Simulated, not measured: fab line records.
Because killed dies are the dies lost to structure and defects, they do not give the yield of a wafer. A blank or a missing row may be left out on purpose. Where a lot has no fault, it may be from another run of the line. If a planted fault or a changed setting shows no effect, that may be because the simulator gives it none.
fab line records	flow nand_harc	part 1 of 2: steps 1 to 4 of 6
record lots=24	wafers=72	last_day=33
route steps=1302 shown A_STAIRCASE@719
lots untouched by any fault: they come from a run of this same line in which no faults occurred
start_h: hours from the record's opening day to when the first of the lot's shown wafers began	wait_h: hours from the lot's prior step to this one	" unchanged from the row above	L1.1+2: one row covering several wafers at once	- no value, or no start given	* or withheld: withheld	< > ~ a bound
route shown NAME@n: names a module that has steps shown in the file, with the first one's number in the route	usual: mean/standard deviation of fault-free wafers	same: alike in all rows	chamber/n: place in a boat	sites: the reading at each site	_std_site: the standard deviation of these	_edge_site: outer sites' mean less inner sites'	radius_mm: how far each site lies from the wafer's centre	mask NAME#n: copy n	behind: the most recent tool/chamber to have shaped the wafer	hold: what put the lot on hold/how long, in hours/how the hold closed	device: whichever transistor did not switch (one of n, p or np)	end of line: the route-end tests of the same wafers	for a step that has no rows: nothing shown but its recipe	killed: the dies lost at the first sort to structure and to defects; this is not the yield of the wafer	map: dies across one wafer; x = killed, . = not, _ = none there
set.NAME: the setting that was run; set.NAME@STEP: the one run at that earlier step	model.NAME: the simulator's own value behind a step, which no gauge read
a sample of lots followed through the steps of the route, with each step as a table and each wafer as a row
services: a tool's chamber out of use, with start hour (start_h, from the record's first day; less than 0 if before it), hours out, and reason
## steps
# step NHARC_A_STAIRCASE_STRIP_205
# recipe power_w=1500	temp_c=250	chemistry=O2
# usual drypump_motor_current_A=6.0/0.43	heater_power_w=343/26
lot.wafer	tool	chamber	start_h	wait_h	drypump_motor_current_A	heater_power_w	rf_hours_counter_h
L075.2	plasma_asher-01	1	356.85	0.1	5.7	387	2
L075.3	"	0	"	"	5.7	330	-
L075.5	"	1	"	"	5.7	382	-
L074.1	plasma_asher-02	1	367.46	0.1	5.9	342	25
L074.5	"	1	"	"	5.9	339	-
L074.6	"	0	"	"	6.7	328	-
L077.1	plasma_asher-02	0	375.69	0.1	6.7	320	27
L077.3	"	1	"	"	5.9	330	-
L077.4	"	0	"	"	6.7	317	-
L076.2	plasma_asher-02	0	376.46	0.1	6.7	331	27
L076.4	"	0	"	"	6.7	330	-
L076.6	"	0	"	"	6.7	315	-
L078.2	plasma_asher-01	0	401.96	0.1	5.7	328	10
L078.1	"	1	"	"	5.6	394	10
L078.5	"	0	"	"	5.7	332	-
L080.2	plasma_asher-01	0	427.46	0.1	5.7	325	14
L080.3	"	1	"	"	5.7	381	-
L080.5	"	0	"	"	5.7	328	-
L082.2	plasma_asher-01	1	427.69	0.2	5.6	390	15
L082.1	"	0	"	"	5.6	326	15
L082.5	"	0	"	"	5.6	336	-
L079.2	plasma_asher-01	0	428.67	0.1	5.7	325	15
L079.1	"	1	"	"	5.7	377	15
L079.5	"	1	"	"	5.7	383	-
L081.2	plasma_asher-02	0	435.51	0.1	6.7	306	0
L081.4	"	0	"	"	6.7	312	-
L081.6	"	1	"	"	5.9	350	-
L085.2	plasma_asher-01	0	459.28	0.1	5.7	334	24
L085.4	"	0	"	"	5.7	333	-
L085.6	"	0	"	"	5.6	333	-
L083.2	plasma_asher-01	0	460.11	0.1	5.7	327	25
L083.4	"	0	"	"	5.7	330	-
L083.6	"	1	"	"	5.7	384	-
L084.4	plasma_asher-02	0	463.55	0.3	6.7	316	-
L084.3	"	1	"	"	5.9	356	-
L084.5	"	1	"	"	5.9	358	-
L086.3	plasma_asher-01	1	489.20	0.2	5.7	375	-
L086.5	"	0	"	"	5.7	330	-
L086.6	"	1	"	"	5.7	382	-
L087.2	plasma_asher-02	1	504.90	0.1	5.9	353	15
L087.3	"	1	"	"	5.9	350	-
L087.4	"	0	"	"	6.7	304	-
L088.1	plasma_asher-01	1	505.57	0.1	5.7	381	32
L088.6	"	1	"	"	5.7	381	-
L088.5	"	0	"	"	5.7	330	-
L090.2	plasma_asher-02	0	517.30	0.1	6.7	312	17
L090.4	"	1	"	"	5.9	364	-
L090.3	"	0	"	"	6.7	309	-
L089.4	plasma_asher-01	0	517.38	0.2	5.7	330	-
L089.3	"	1	"	"	5.7	382	-
L089.5	"	0	"	"	5.7	330	-
L091.2	plasma_asher-01	0	539.94	0.1	5.7	333	2
L091.4	"	0	"	"	5.7	332	-
L091.6	"	0	"	"	5.7	334	-
L093.1	plasma_asher-02	1	544.70	0.1	5.9	353	24
L093.2	"	0	"	"	6.7	312	24
L093.4	"	1	"	"	5.9	361	-
L092.1	plasma_asher-02	0	545.16	0.1	6.7	317	24
L092.3	"	1	"	"	5.8	348	-
L092.6	"	1	"	"	5.9	348	-
L094.2	plasma_asher-02	0	565.04	0.1	6.7	313	28
L094.1	"	1	"	"	5.8	363	28
L094.6	"	1	"	"	5.8	360	-
L095.4	plasma_asher-02	1	565.69	0.2	5.9	365	-
L095.3	"	0	"	"	6.7	304	-
L095.6	"	0	"	"	6.7	306	-
L096.4	plasma_asher-01	1	590.58	0.2	5.7	366	-
L096.3	"	0	"	"	5.7	326	-
L096.5	"	1	"	"	5.7	374	-
L097.4	plasma_asher-02	0	598.90	0.2	6.7	307	-
L097.3	"	1	"	"	5.8	345	-
L097.5	"	0	"	"	6.7	306	-
# step NHARC_A_STAIRCASE_ETCH_227
# recipe target_depth_a=1000	time_s=40.5	ion_energy_ev=400	c4f8_flow_sccm=20	o2_flow_sccm=10	ar_flow_sccm=withheld	rf_w=600	bias_w=1000	chemistry=C4F8/O2
# usual oes_product_au=0.945/0.011	rf_vpp_V=895/5
lot.wafer	tool	chamber	start_h	wait_h	oes_product_au	rf_hours_counter_h	rf_vpp_V
L075.2	rie_diel-03	1	-	-	0.928	34	894
L075.3	"	0	"	"	0.930	28	887
L075.5	"	1	"	"	0.929	-	894
L074.1	rie_diel-13	3	-	-	0.945	8	898
L074.5	"	3	"	"	0.953	-	898
L074.6	"	0	"	"	0.933	-	899
L077.1	rie_diel-07	2	-	-	0.954	23	893
L077.4	"	3	"	"	0.941	23	886
L077.3	"	0	"	"	0.950	19	892
L076.2	rie_diel-13	3	-	-	0.963	11	898
L076.4	"	0	"	"	0.942	11	899
L076.6	"	2	"	"	0.954	-	894
L078.1	rie_diel-13	2	-	-	0.935	14	895
L078.2	"	3	"	"	0.944	19	897
L078.5	"	0	"	"	0.935	-	899
L080.3	rie_diel-03	0	-	-	0.938	51	888
L080.2	"	3	"	"	0.949	45	896
L080.5	"	0	"	"	0.937	-	888
L082.1	rie_diel-07	3	-	-	0.936	37	888
L082.2	"	0	"	"	0.936	31	893
L082.5	"	3	"	"	0.947	-	887
L079.2	rie_diel-07	0	-	-	0.929	32	891
L079.1	"	2	"	"	0.947	37	894
L079.5	"	0	"	"	0.935	-	891
L081.2	rie_diel-13	1	-	-	0.943	25	904
L081.4	"	2	"	"	0.952	22	895
L081.6	"	2	"	"	0.940	-	894
L085.2	rie_diel-07	0	-	-	0.930	47	893
L085.4	"	2	"	"	0.964	48	892
L085.6	"	0	"	"	0.925	-	891
L083.2	rie_diel-07	3	-	-	0.938	50	886
L083.4	"	0	"	"	0.931	48	892
L083.6	"	3	"	"	0.935	-	887
L084.3	rie_diel-07	1	-	-	0.943	41	902
L084.4	"	2	"	"	0.960	50	893
L084.5	"	1	"	"	0.933	-	901
L086.3	rie_diel-03	3	-	-	0.920	6	894
L086.5	"	3	"	"	0.924	-	896
L086.6	"	1	"	"	0.923	-	894
L087.2	rie_diel-03	0	-	-	0.950	15	887
L087.4	"	2	"	"	0.973	11	893
L087.3	"	3	"	"	0.948	14	896
L088.1	rie_diel-13	1	-	-	0.945	48	902
L088.5	"	2	"	"	0.952	-	894
L088.6	"	3	"	"	0.969	-	898
L089.3	rie_diel-03	0	-	-	0.961	18	889
L089.4	"	1	"	"	0.951	16	895
L089.5	"	0	"	"	0.946	-	888
L090.2	rie_diel-07	2	-	-	0.961	7	892
L090.3	"	3	"	"	0.943	12	907
L090.4	"	0	"	"	0.954	13	890
L091.4	rie_diel-03	3	-	-	0.948	29	896
L091.2	"	0	"	"	0.955	31	889
L091.6	"	1	"	"	0.939	-	894
L093.1	rie_diel-07	0	-	-	0.966	22	890
L093.2	"	1	"	"	0.939	20	901
L093.4	"	2	"	"	0.953	16	891
L092.3	rie_diel-13	1	-	-	0.930	7	902
L092.1	"	2	"	"	0.948	8	892
L092.6	"	1	"	"	0.941	-	903
L094.1	rie_diel-13	1	-	-	0.953	14	902
L094.2	"	2	"	"	0.938	15	894
L094.6	"	3	"	"	0.935	-	898
L095.4	rie_diel-07	2	-	-	0.948	21	891
L095.3	"	3	"	"	0.966	26	906
L095.6	"	2	"	"	0.963	-	892
L096.3	rie_diel-07	1	-	-	0.970	32	901
L096.4	"	2	"	"	0.963	31	892
L096.5	"	1	"	"	0.965	-	900
L097.3	rie_diel-03	3	-	-	0.960	41	895
L097.4	"	0	"	"	0.952	48	887
L097.5	"	0	"	"	0.965	-	886
# step NHARC_A_STAIRCASE_HM_OPEN_457
# recipe o2_flow_sccm=400	cos_flow_sccm=20	ar_flow_sccm=0	rf_w=500	bias_w=300	chemistry=O2/COS
# usual cos_flow_sccm=20.00/0.068	drypump_motor_current_A=5.9/0.43	o2_flow_sccm=400.0/1.2	oes_product_au=1.003/0.0099	rf_vpp_V=466.8/2.6	showerhead_plenum_p_Torr=3.11/0.12	throttle_valve_pct=28.329/0.0084
lot.wafer	tool	chamber	start_h	wait_h	cos_flow_sccm	drypump_motor_current_A	o2_flow_sccm	oes_product_au	rf_hours_counter_h	rf_vpp_V	showerhead_plenum_p_Torr	throttle_valve_pct
L075.2	rie_diel-13	2	-	-	20.10	5.7	402.2	0.996	7	466.9	3.08	28.331
L075.3	"	0	"	"	20.15	5.4	400.8	0.986	8	469.4	3.19	28.333
L075.5	"	3	"	"	19.97	6.3	398.9	1.006	-	467.8	3.18	28.336
L074.1	rie_diel-13	3	-	-	19.88	6.3	397.6	1.010	11	468.0	3.18	28.331
L074.5	"	2	"	"	19.96	5.7	398.6	0.989	-	466.1	3.08	28.328
L074.6	"	3	"	"	19.98	6.3	400.4	1.010	-	467.5	3.18	28.321
L077.3	rie_diel-07	1	-	-	20.02	6.6	398.9	0.999	14	468.6	3.25	28.319
L077.4	"	3	"	"	20.03	5.7	400.3	0.999	24	464.1	2.90	28.324
L077.1	"	0	"	"	19.94	5.8	398.7	0.997	20	466.1	3.03	28.339
L076.2	rie_diel-03	3	-	-	20.10	6.0	400.8	1.000	31	468.2	3.14	28.331
L076.4	"	0	"	"	19.98	6.4	402.4	0.984	38	462.2	2.93	28.330
L076.6	"	0	"	"	20.10	6.4	400.3	0.985	-	464.0	2.93	28.318
L078.2	rie_diel-07	2	-	-	19.99	5.9	398.1	1.013	32	464.1	3.04	28.338
L078.1	"	1	"	"	20.12	6.6	400.5	0.997	20	469.8	3.25	28.329
L078.5	"	3	"	"	20.12	5.7	398.4	0.991	-	463.0	2.90	28.322
L080.3	rie_diel-03	1	-	-	20.09	5.1	398.9	0.997	59	467.5	3.09	28.325
L080.2	"	2	"	"	19.99	6.2	400.3	1.012	53	465.6	3.07	28.329
L080.5	"	1	"	"	20.06	5.1	400.7	0.994	-	465.6	3.09	28.325
L082.1	rie_diel-07	3	-	-	19.92	5.7	399.6	1.002	40	461.4	2.89	28.310
L082.2	"	0	"	"	20.08	5.8	401.5	1.000	34	463.6	3.03	28.317
L082.5	"	3	"	"	19.98	5.6	401.2	1.002	-	462.3	2.89	28.326
L079.2	rie_diel-13	3	-	-	20.09	6.3	399.7	1.000	27	468.9	3.17	28.334
L079.1	"	0	"	"	19.96	5.4	398.1	1.001	27	470.0	3.18	28.321
L079.5	"	2	"	"	19.88	5.7	403.0	0.993	-	466.2	3.07	28.333
L081.2	rie_diel-13	3	-	-	20.05	6.4	399.6	0.995	28	469.1	3.17	28.327
L081.4	"	0	"	"	19.96	5.4	399.0	0.987	29	469.5	3.18	28.335
L081.6	"	3	"	"	20.13	6.3	399.4	1.007	-	469.1	3.17	28.322
L085.4	rie_diel-13	2	-	-	20.00	5.7	403.6	1.004	34	466.2	3.07	28.326
L085.2	"	1	"	"	19.96	5.3	399.5	0.989	37	469.4	3.30	28.321
L085.6	"	3	"	"	19.95	6.3	400.3	1.016	-	468.3	3.16	28.312
L083.4	rie_diel-03	3	-	-	20.05	6.0	399.2	1.001	0	467.6	3.12	28.327
L083.2	"	2	"	"	20.04	6.3	399.5	1.010	0	465.5	3.07	28.328
L083.6	"	0	"	"	20.07	6.4	399.1	1.019	-	462.4	2.93	28.318
L084.4	rie_diel-03	1	-	-	20.03	5.1	401.3	1.005	1	465.4	3.08	28.323
L084.3	"	2	"	"	19.91	6.2	401.8	1.015	1	465.9	3.07	28.345
L084.5	"	3	"	"	19.99	6.0	400.0	0.996	-	467.5	3.12	28.341
L086.3	rie_diel-07	2	-	-	19.91	5.9	399.4	1.023	2	464.4	3.03	28.319
L086.5	"	1	"	"	20.06	6.6	401.6	0.991	-	468.7	3.23	28.329
L086.6	"	2	"	"	19.94	5.9	399.8	1.017	-	465.7	3.03	28.322
L087.2	rie_diel-07	3	-	-	19.82	5.7	399.9	1.016	12	473.4	3.37	28.323
L087.4	"	0	"	"	19.98	5.8	399.8	1.009	13	466.9	3.01	28.316
L087.3	"	2	"	"	20.07	5.9	399.5	1.015	7	465.2	3.02	28.331
L088.1	rie_diel-03	2	-	-	20.00	6.2	398.5	1.012	16	465.3	3.06	28.330
L088.5	"	2	"	"	19.97	6.2	399.8	1.007	-	465.6	3.06	28.330
L088.6	"	3	"	"	19.95	6.0	400.9	0.998	-	467.2	3.12	28.319
L089.3	rie_diel-07	1	-	-	19.92	6.6	400.6	1.004	15	469.6	3.23	28.330
L089.4	"	2	"	"	20.05	5.9	401.9	1.025	11	465.2	3.02	28.338
L089.5	"	3	"	"	20.03	5.7	401.9	1.020	-	474.1	3.36	28.315
L090.4	rie_diel-03	0	-	-	20.13	6.4	400.5	1.005	26	463.3	2.91	28.330
L090.2	"	1	"	"	20.01	5.1	400.1	0.989	25	466.7	3.07	28.331
L090.3	"	2	"	"	19.95	6.3	400.2	1.009	22	465.8	3.06	28.326
L091.2	rie_diel-03	1	-	-	20.10	5.1	399.9	0.991	30	465.7	3.07	28.349
L091.6	"	1	"	"	20.00	5.1	399.3	0.990	-	467.8	3.07	28.336
L091.4	"	0	"	"	20.07	6.4	400.4	1.004	-	463.0	2.91	28.324
L093.4	rie_diel-13	2	-	-	19.96	5.8	398.5	1.013	9	466.0	3.06	28.329
L093.2	"	3	"	"	20.02	6.4	401.9	0.996	10	468.3	3.15	28.330
L093.1	"	0	"	"	19.95	5.4	399.0	0.993	8	468.2	3.16	28.328
L092.3	rie_diel-07	0	-	-	19.99	5.8	399.2	1.008	23	464.0	3.01	28.319
L092.1	"	2	"	"	20.03	5.9	401.3	1.011	17	464.0	3.02	28.333
L092.6	"	0	"	"	19.90	5.8	399.8	1.016	-	464.9	3.01	28.321
L094.1	rie_diel-13	2	-	-	20.01	5.8	399.1	0.993	16	464.6	3.05	28.315
L094.2	"	3	"	"	20.06	6.3	399.3	0.993	15	466.8	3.15	28.355
L094.6	"	1	"	"	19.97	5.4	401.2	0.988	-	469.3	3.28	28.321
L095.3	rie_diel-03	2	-	-	20.08	6.2	398.8	1.010	35	465.9	3.05	28.333
L095.4	"	1	"	"	20.07	5.1	400.0	0.995	39	467.2	3.06	28.334
L095.6	"	3	"	"	19.98	6.0	401.2	1.009	-	467.7	3.11	28.339
L096.4	rie_diel-13	1	-	-	19.99	5.4	398.7	0.983	22	471.1	3.28	28.339
L096.3	"	2	"	"	19.95	5.7	400.1	0.995	22	466.5	3.05	28.318
L096.5	"	0	"	"	20.05	5.4	398.2	0.996	-	467.1	3.15	28.338
L097.4	rie_diel-07	2	-	-	20.03	5.9	397.9	1.011	35	464.0	3.01	28.334
L097.3	"	3	"	"	20.08	5.6	399.3	1.001	40	470.7	3.35	28.330
L097.5	"	1	"	"	19.99	6.6	400.7	1.008	-	470.1	3.22	28.332
# step NHARC_A_STAIRCASE_ETCH_273
# recipe target_depth_a=1.02e+05	time_s=2468.6	ion_energy_ev=800	c4f8_flow_sccm=80	o2_flow_sccm=60	ar_flow_sccm=withheld	rf_w=600	bias_w=3000	chemistry=C4F8/O2/Ar
# usual oes_product_au=0.938/0.01	rf_vpp_V=1826/9.7
lot.wafer	tool	chamber	start_h	wait_h	oes_product_au	rf_hours_counter_h	rf_vpp_V
L075.2	rie_diel-13	1	-	-	0.928	8	1843
L075.3	"	2	"	"	0.937	8	1823
L075.5	"	0	"	"	0.931	-	1832
L074.1	rie_diel-13	1	-	-	0.926	10	1842
L074.6	"	1	"	"	0.917	-	1843
L074.5	"	3	"	"	0.938	-	1830
L077.4	rie_diel-07	3	-	-	0.946	24	1808
L077.3	"	0	"	"	0.941	20	1819
L077.1	"	2	"	"	0.952	25	1820
L076.2	rie_diel-03	1	-	-	0.927	44	1823
L076.4	"	3	"	"	0.931	32	1828
L076.6	"	2	"	"	0.924	-	1823
L078.2	rie_diel-07	3	-	-	0.931	32	1808
L078.1	"	2	"	"	0.941	33	1820
L078.5	"	3	"	"	0.927	-	1808
L079.1	rie_diel-13	3	-	-	0.947	27	1830
L079.2	"	2	"	"	0.927	22	1824
L079.5	"	3	"	"	0.957	-	1830
L082.1	rie_diel-07	3	-	-	0.928	42	1809
L082.2	"	0	"	"	0.920	38	1819
L082.5	"	3	"	"	0.939	-	1808
L080.2	rie_diel-03	1	-	-	0.934	63	1824
L080.3	"	2	"	"	0.925	57	1823
L080.5	"	1	"	"	0.914	-	1824
L081.2	rie_diel-13	1	-	-	0.946	27	1842
L081.4	"	0	"	"	0.948	29	1831
L081.6	"	2	"	"	0.938	-	1823
L085.2	rie_diel-13	2	-	-	0.949	34	1822
L085.4	"	3	"	"	0.953	38	1830
L085.6	"	2	"	"	0.953	-	1821
L083.2	rie_diel-03	3	-	-	0.933	1	1826
L083.4	"	1	"	"	0.949	1	1823
L083.6	"	0	"	"	0.944	-	1811
L084.3	rie_diel-03	2	-	-	0.951	1	1822
L084.4	"	3	"	"	0.932	2	1826
L084.5	"	2	"	"	0.943	-	1822
L086.3	rie_diel-07	3	-	-	0.943	7	1846
L086.6	"	3	"	"	0.956	-	1846
L086.5	"	0	"	"	0.959	-	1818
L087.2	rie_diel-07	0	-	-	0.932	13	1818
L087.4	"	1	"	"	0.928	12	1836
L087.3	"	3	"	"	0.946	13	1847
L088.1	rie_diel-03	0	-	-	0.950	19	1809
L088.6	"	1	"	"	0.938	-	1823
L088.5	"	2	"	"	0.931	-	1821
L089.3	rie_diel-07	0	-	-	0.944	17	1817
L089.4	"	3	"	"	0.947	17	1846
L089.5	"	0	"	"	0.938	-	1818
L090.2	rie_diel-03	3	-	-	0.951	25	1828
L090.4	"	1	"	"	0.928	25	1822
L090.3	"	2	"	"	0.949	22	1822
L091.2	rie_diel-03	1	-	-	0.939	30	1822
L091.6	"	2	"	"	0.956	-	1821
L091.4	"	0	"	"	0.952	-	1809
L093.1	rie_diel-13	0	-	-	0.916	9	1830
L093.4	"	2	"	"	0.930	11	1820
L093.2	"	3	"	"	0.928	11	1830
L092.3	rie_diel-07	1	-	-	0.934	22	1834
L092.1	"	3	"	"	0.937	23	1847
L092.6	"	1	"	"	0.928	-	1834
L094.1	rie_diel-13	2	-	-	0.936	16	1823
L094.2	"	3	"	"	0.945	15	1828
L094.6	"	0	"	"	0.939	-	1831
L095.4	rie_diel-03	3	-	-	0.926	37	1824
L095.3	"	1	"	"	0.929	43	1822
L095.6	"	2	"	"	0.929	-	1819
L096.3	rie_diel-13	1	-	-	0.934	22	1839
L096.4	"	0	"	"	0.925	23	1830
L096.5	"	1	"	"	0.941	-	1839
L097.4	rie_diel-07	1	-	-	0.925	36	1834
L097.3	"	0	"	"	0.953	38	1816
L097.5	"	2	"	"	0.933	-	1817
